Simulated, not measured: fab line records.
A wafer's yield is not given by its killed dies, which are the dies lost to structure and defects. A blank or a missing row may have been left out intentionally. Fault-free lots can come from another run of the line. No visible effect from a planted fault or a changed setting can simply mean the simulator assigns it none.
Which tool was responsible? -- flow n5 finfet -- 21 lots with 63 wafers sampled at 6 steps, on a route of 1938 steps

== WHAT THE GAUGES SHOWED, per wafer ==
N5_MOL_CONTACT_COAG_CD_MEAS_40: the cd target is 25.1 nm.
lot,measured,on,cd nm (nm)
L074,day 5 06:43,cd sem-01,24.90 25.23 24.94
L075,day 5 11:15,cd sem-01,24.56 24.81 25.04
L077,day 5 23:25,cd sem-02,25.00 25.53 25.42
L078,day 6 05:04,cd sem-02,25.10 24.95 24.92
L079,day 6 09:04,cd sem-01,25.01 25.11 24.75
L080,day 6 17:08,cd sem-02,25.46 25.26 24.74
L081,day 6 23:44,cd sem-02,25.32 25.47 25.29
L082,day 7 03:32,cd sem-01,24.82 25.05 25.46
L083,day 7 07:52,cd sem-02,25.23 24.86 25.08
L084,day 7 16:56,cd sem-02,24.89 24.87 24.96
L087,day 8 09:02,cd sem-02,25.06 25.14 25.00
L088,day 8 16:40,cd sem-03,25.58 25.40 25.21
L086,day 8 22:20,cd sem-02,25.31 25.42 25.23
L089,day 9 03:10,cd sem-03,24.93 25.20 25.08
L090,day 9 05:14,cd sem-02,24.97 24.89 25.09
L091,day 9 14:41,cd sem-03,24.67 24.86 25.03
L093,day 9 23:19,cd sem-03,24.64 24.65 25.12
L092,day 10 00:15,cd sem-03,25.02 25.48 25.14
L094,day 10 13:07,cd sem-02,24.81 25.37 25.10
L095,day 10 13:43,cd sem-01,24.84 24.99 25.54
L096,day 10 20:21,cd sem-01,25.22 24.57 25.15

== WHAT TOOL EACH LOT RAN ON (gives the tool, then ch and the chambers of the sampled wafers, and finally the start) ==
lot,N5_MOL_CONTACT_COAG_DESCUM_13,N5_MOL_CONTACT_COAG_ETCH_59,N5_MOL_CONTACT_COAG_STRIP_98,N5_MOL_CONTACT_COAG_CMP_23,N5_MOL_CONTACT_COAG_VIA_ETCH_46
L074,"rie diel-02 ch 0,3, day 4 20:11","rie diel-02 ch 0,3, day 4 20:13","rie diel-02 ch 0,3, day 4 20:31","cmp-02 ch 0,2,3, day 5 01:08","rie diel-02 ch 2,3, day 5 05:56"
L075,"rie diel-06 ch 0,2,3, day 4 23:01","rie diel-06 ch 0,2,3, day 4 23:04","rie diel-06 ch 0,2,3, day 4 23:21","cmp-03 ch 2,3, day 5 05:23","rie diel-06 ch 0,1,2, day 5 10:36"
L077,"rie diel-02 ch 0,1,2, day 5 11:53","rie diel-02 ch 0,1,2, day 5 11:55","rie diel-02 ch 0,1,2, day 5 12:13","cmp-02 ch 1,2, day 5 17:46","rie diel-03 ch 1,2, day 5 22:38"
L078,"rie diel-03 ch 0,1,3, day 5 14:59","rie diel-03 ch 0,1,3, day 5 15:01","rie diel-03 ch 0,1,3, day 5 15:19","cmp-04 ch 2,3, day 6 00:15","rie diel-02 ch 1,2,3, day 6 04:24"
L079,"rie diel-06 ch 0,2,3, day 5 22:09","rie diel-06 ch 0,2,3, day 5 22:11","rie diel-06 ch 0,2,3, day 5 22:29","cmp-04 ch 0,2,3, day 6 04:02","rie diel-06 ch 0,1,2, day 6 08:18"
L080,"rie diel-06 ch 1,2,3, day 6 03:10","rie diel-06 ch 1,2,3, day 6 03:12","rie diel-06 ch 1,2,3, day 6 03:29","cmp-02 ch 1,2, day 6 12:04","rie diel-03 ch 0,3, day 6 16:22"
L081,"rie diel-03 ch 0,1, day 6 09:26","rie diel-03 ch 0,1, day 6 09:28","rie diel-03 ch 0,1, day 6 09:46","cmp-02 ch 0,1, day 6 18:55","rie diel-06 ch 0,3, day 6 23:04"
L082,"rie diel-02 ch 0,2, day 6 14:14","rie diel-02 ch 0,2, day 6 14:16","rie diel-02 ch 0,2, day 6 14:33","cmp-02 ch 0,1,2, day 6 22:14","rie diel-03 ch 1,2,3, day 7 02:51"
L083,"rie diel-02 ch 1,2, day 6 22:08","rie diel-02 ch 1,2, day 6 22:11","rie diel-02 ch 1,2, day 6 22:37","cmp-02 ch 0,1,2, day 7 02:40","rie diel-06 ch 1,2,3, day 7 06:56"
L084,"rie diel-03 ch 1,2,3, day 7 05:19","rie diel-03 ch 1,2,3, day 7 05:20","rie diel-03 ch 1,2,3, day 7 05:38","cmp-04 ch 1,2,3, day 7 11:28","rie diel-03 ch 0,1,2, day 7 16:08"
L087,"rie diel-06 ch 1,2,3, day 7 22:18","rie diel-06 ch 1,2,3, day 7 22:20","rie diel-06 ch 1,2,3, day 7 22:37","cmp-02 ch 0,3, day 8 03:59","rie diel-06 ch 0,2, day 8 08:16"
L088,"rie diel-03 ch 0,2, day 8 04:22","rie diel-03 ch 0,2, day 8 04:23","rie diel-03 ch 0,2, day 8 04:41","cmp-03 ch 0,1,2, day 8 10:50","rie diel-03 ch 0,2,3, day 8 16:00"
L086,"rie diel-02 ch 0,1,3, day 8 06:05","rie diel-02 ch 0,1,3, day 8 06:07","rie diel-02 ch 0,1,3, day 8 06:25","cmp-04 ch 1,2,3, day 8 13:47","rie diel-02 ch 1,2,3, day 8 21:40"
L089,"rie diel-03 ch 1,2, day 8 12:11","rie diel-03 ch 1,2, day 8 12:13","rie diel-03 ch 1,2, day 8 12:31","cmp-03 ch 0,2,3, day 8 17:52","rie diel-03 ch 0,3, day 9 02:23"
L090,"rie diel-03 ch 0,1,3, day 8 17:12","rie diel-03 ch 0,1,3, day 8 17:14","rie diel-03 ch 0,1,3, day 8 17:32","cmp-02 ch 0,1,3, day 8 23:20","rie diel-03 ch 1,2, day 9 04:20"
L091,"rie diel-02 ch 1,3, day 9 02:52","rie diel-02 ch 1,3, day 9 02:53","rie diel-02 ch 1,3, day 9 03:11","cmp-02 ch 0,2,3, day 9 08:54","rie diel-02 ch 2,3, day 9 13:54"
L093,"rie diel-03 ch 0,1,3, day 9 12:33","rie diel-03 ch 0,1,3, day 9 12:35","rie diel-03 ch 0,1,3, day 9 12:52","cmp-03 ch 0,1,2, day 9 18:16","rie diel-03 ch 0,2,3, day 9 22:40"
L092,"rie diel-03 ch 1,2,3, day 9 13:47","rie diel-03 ch 1,2,3, day 9 13:50","rie diel-03 ch 1,2,3, day 9 14:07","cmp-04 ch 0,1,2, day 9 18:15","rie diel-03 ch 0,1,3, day 9 23:33"
L094,"rie diel-03 ch 0,3, day 9 23:43","rie diel-03 ch 0,3, day 9 23:45","rie diel-03 ch 0,3, day 10 00:02","cmp-03 ch 0,2, day 10 07:49","rie diel-02 ch 1,2, day 10 12:20"
L095,"rie diel-06 ch 0,2,3, day 10 01:08","rie diel-06 ch 0,2,3, day 10 01:11","rie diel-06 ch 0,2,3, day 10 01:28","cmp-02 ch 2,3, day 10 08:09","rie diel-06 ch 0,3, day 10 13:03"
L096,"rie diel-02 ch 1,2, day 10 09:42","rie diel-02 ch 1,2, day 10 09:44","rie diel-02 ch 1,2, day 10 10:02","cmp-02 ch 1,2,3, day 10 15:19","rie diel-03 ch 0,2,3, day 10 19:40"
- N5_MOL_CONTACT_COAG_DESCUM_13: chemistry O2, time 7 s.
- N5_MOL_CONTACT_COAG_ETCH_59: etches underlayer in N2/H2, target depth 13 nm, time 10.4 s.
- N5_MOL_CONTACT_COAG_STRIP_98: strips in N2/H2.
- N5_MOL_CONTACT_COAG_CMP_23: polishes, stops on SiO2, t overpolish 1.5 s, target thk 0 nm.
- N5_MOL_CONTACT_COAG_VIA_ETCH_46: etches SiO2 in C4F6/O2, target depth 46 nm, overetch 9.2 nm, time 40 s.

== AS READ BY THE TOOLS THEMSELVES (means over the sampled wafers that have a number; for cases with no such wafer, the mark the record gives instead) ==
N5_MOL_CONTACT_COAG_DESCUM_13.
lot,tool,drypump motor current A (A),oes product au (a.u.),rf vpp V (V),showerhead plenum p Torr (Torr),throttle valve pct (%)
L074,rie diel-02,6.1,0.68,244.3,2.16,20.90
L075,rie diel-06,5.4,0.76,242.9,2.07,20.62
L077,rie diel-02,6.1,0.75,244.1,2.19,20.66
L078,rie diel-03,5.8,0.75,243.2,2.09,20.43
L079,rie diel-06,5.4,0.75,242.9,2.07,20.63
L080,rie diel-06,5.7,0.75,242.2,2.03,20.66
L081,rie diel-03,5.6,0.78,245.1,2.16,20.33
L082,rie diel-02,6.2,0.84,243.6,2.16,20.64
L083,rie diel-02,6.0,0.80,244.7,2.21,20.37
L084,rie diel-03,5.8,0.75,243.2,2.06,20.33
L087,rie diel-06,5.7,0.73,242.1,2.03,20.68
L088,rie diel-03,6.0,0.74,242.1,2.03,20.40
L086,rie diel-02,5.9,0.90,244.6,2.18,20.37
L089,rie diel-03,5.6,0.76,243.4,2.12,20.24
L090,rie diel-03,5.9,0.74,243.5,2.08,20.48
L091,rie diel-02,5.9,0.85,243.9,2.20,20.25
L093,rie diel-03,5.9,0.72,242.2,2.08,20.49
L092,rie diel-03,5.8,0.72,242.4,2.05,20.38
L094,rie diel-03,6.1,0.70,241.6,2.02,20.62
L095,rie diel-06,5.4,0.81,242.6,2.05,20.55
L096,rie diel-02,6.0,0.85,244.6,2.20,20.32

N5_MOL_CONTACT_COAG_ETCH_59.
lot,tool,drypump motor current A (A),etch rf on time s (s),oes product au (a.u.),rf vpp V (V),showerhead plenum p Torr (Torr),throttle valve pct (%)
L074,rie diel-02,6.1,10.83,0.58,526,2.60,18.16
L075,rie diel-06,5.4,10.41,0.65,523,2.51,18.01
L077,rie diel-02,6.1,10.67,0.64,526,2.65,17.96
L078,rie diel-03,5.9,10.37,0.65,524,2.54,17.80
L079,rie diel-06,5.4,10.42,0.65,522,2.50,18.02
L080,rie diel-06,5.7,10.61,0.64,521,2.47,18.06
L081,rie diel-03,5.6,10.40,0.66,526,2.62,17.66
L082,rie diel-02,6.2,10.70,0.73,526,2.60,17.86
L083,rie diel-02,6.0,10.75,0.68,527,2.68,17.74
L084,rie diel-03,5.8,10.23,0.64,522,2.50,17.77
L087,rie diel-06,5.7,10.56,0.62,522,2.46,18.10
L088,rie diel-03,6.0,10.45,0.63,522,2.45,17.81
L086,rie diel-02,6.0,10.49,0.76,527,2.63,17.67
L089,rie diel-03,5.6,10.26,0.65,525,2.57,17.65
L090,rie diel-03,5.8,10.34,0.63,523,2.52,17.86
L091,rie diel-02,5.9,10.71,0.73,527,2.66,17.62
L093,rie diel-03,5.9,10.36,0.62,523,2.52,17.85
L092,rie diel-03,5.8,10.36,0.61,523,2.49,17.82
L094,rie diel-03,6.0,10.46,0.60,522,2.44,18.01
L095,rie diel-06,5.4,10.25,0.69,522,2.49,17.95
L096,rie diel-02,6.0,10.56,0.72,527,2.67,17.67

N5_MOL_CONTACT_COAG_STRIP_98.
lot,tool,drypump motor current A (A),oes product au (a.u.),rf vpp V (V),showerhead plenum p Torr (Torr),throttle valve pct (%)
L074,rie diel-02,6.1,0.68,53.1,3.44,19.0
L075,rie diel-06,5.4,0.76,54.4,3.31,19.2
L077,rie diel-02,6.1,0.75,54.8,3.49,18.8
L078,rie diel-03,5.9,0.75,54.6,3.35,18.8
L079,rie diel-06,5.4,0.75,54.2,3.31,19.2
L080,rie diel-06,5.7,0.75,53.7,3.26,19.1
L081,rie diel-03,5.7,0.77,53.9,3.45,18.6
L082,rie diel-02,6.3,0.85,55.5,3.44,18.7
L083,rie diel-02,6.0,0.81,53.6,3.54,18.7
L084,rie diel-03,5.8,0.75,55.2,3.30,18.8
L087,rie diel-06,5.8,0.73,53.1,3.25,19.1
L088,rie diel-03,6.0,0.74,53.7,3.25,18.9
L086,rie diel-02,6.0,0.89,54.1,3.47,18.7
L089,rie diel-03,5.6,0.76,53.1,3.40,18.6
L090,rie diel-03,5.9,0.74,53.5,3.33,18.9
L091,rie diel-02,5.8,0.86,54.9,3.51,18.7
L093,rie diel-03,5.9,0.72,53.9,3.33,18.9
L092,rie diel-03,5.8,0.72,52.8,3.29,18.9
L094,rie diel-03,6.0,0.69,54.8,3.23,19.2
L095,rie diel-06,5.4,0.81,55.1,3.28,19.1
L096,rie diel-02,6.0,0.85,53.6,3.51,18.6

N5_MOL_CONTACT_COAG_CMP_23.
lot,tool,edge zone pressure frac,motor current A (A),overpolish run s (s),time to endpoint s (s)
L074,cmp-02,1.002,6.9,1.499,10.4
L075,cmp-03,0.995,8.0,1.501,9.2
L077,cmp-02,1.003,6.5,1.504,9.9
L078,cmp-04,1.003,7.6,1.496,14.9
L079,cmp-04,0.996,8.1,1.498,11.2
L080,cmp-02,0.999,6.3,1.507,12.0
L081,cmp-02,1.002,6.5,1.506,7.2
L082,cmp-02,0.998,6.2,1.498,9.2
L083,cmp-02,0.997,6.3,1.511,7.9
L084,cmp-04,1.005,7.4,1.501,11.0
L087,cmp-02,1.001,7.5,1.505,5.5
L088,cmp-03,0.996,7.5,1.502,10.6
L086,cmp-04,1.000,7.5,1.507,13.0
L089,cmp-03,0.997,7.7,1.495,12.3
L090,cmp-02,1.006,7.2,1.504,7.6
L091,cmp-02,1.006,7.1,1.495,10.1
L093,cmp-03,0.993,7.7,1.500,9.7
L092,cmp-04,0.999,7.7,1.501,8.0
L094,cmp-03,1.003,8.0,1.504,9.6
L095,cmp-02,0.995,7.9,1.504,8.2
L096,cmp-02,0.999,7.1,1.498,5.0

N5_MOL_CONTACT_COAG_VIA_ETCH_46.
lot,tool,drypump motor current A (A),mfc ar sccm (sccm),oes product au (a.u.),rf vpp V (V),showerhead plenum p Torr (Torr),throttle valve pct (%)
L074,rie diel-02,5.4,299.5,0.63,1633,2.92,41.4
L075,rie diel-06,5.4,300.2,0.64,1592,2.85,41.1
L077,rie diel-03,5.8,300.3,0.69,1563,2.80,40.7
L078,rie diel-02,5.7,299.7,0.67,1625,2.95,41.1
L079,rie diel-06,5.4,300.1,0.63,1592,2.85,41.1
L080,rie diel-03,6.1,299.6,0.67,1607,2.79,40.9
L081,rie diel-06,5.6,300.5,0.67,1562,2.75,41.4
L082,rie diel-03,5.8,299.9,0.66,1562,2.80,40.8
L083,rie diel-06,5.7,300.0,0.66,1585,2.76,41.2
L084,rie diel-03,5.8,300.0,0.67,1592,2.83,40.6
L087,rie diel-06,5.1,300.6,0.74,1600,2.85,41.0
L088,rie diel-03,6.0,299.4,0.66,1578,2.75,41.0
L086,rie diel-02,5.7,300.7,0.82,1624,2.94,41.0
L089,rie diel-03,6.1,300.4,0.66,1607,2.78,40.9
L090,rie diel-03,5.6,299.1,0.67,1575,2.87,40.5
L091,rie diel-02,5.5,301.6,0.83,1616,2.90,41.2
L093,rie diel-03,6.0,299.4,0.64,1577,2.74,41.0
L092,rie diel-03,5.8,299.4,0.64,1589,2.82,40.8
L094,rie diel-02,6.0,299.2,0.76,1615,2.95,40.9
L095,rie diel-06,5.7,300.5,0.74,1560,2.73,41.4
L096,rie diel-03,6.0,299.9,0.63,1577,2.74,41.0

== THE ANSWER, worked out from the rows above alone ==
Rule: the usual values come from the lots themselves. The widest of any qualifying gaps counts: lots, ordered by their means at a reading, are off when they make up no more than a third of the lots, leave a main group of 4 or more, and stand apart from it by 3 or more times the standard deviation of that group's means. Not used: any main group whose means are identical at the precision the tables above print for the reading. A lot without any number at a reading at which 4 lots or more have one is off too. Where the step has rows for the other lots, those lots are counted as sound. Order of review: gauges by route order, followed by the tools' own readings, for which a lot's mean as printed above is used. The first step at which some lot is off is used, and at that step the reading that is off furthest; a lot without a number counts as furthest.
No lot is off on any of the readings shown, so nothing can be concluded from this.

== WHAT THE SIMULATOR PUT IN ==
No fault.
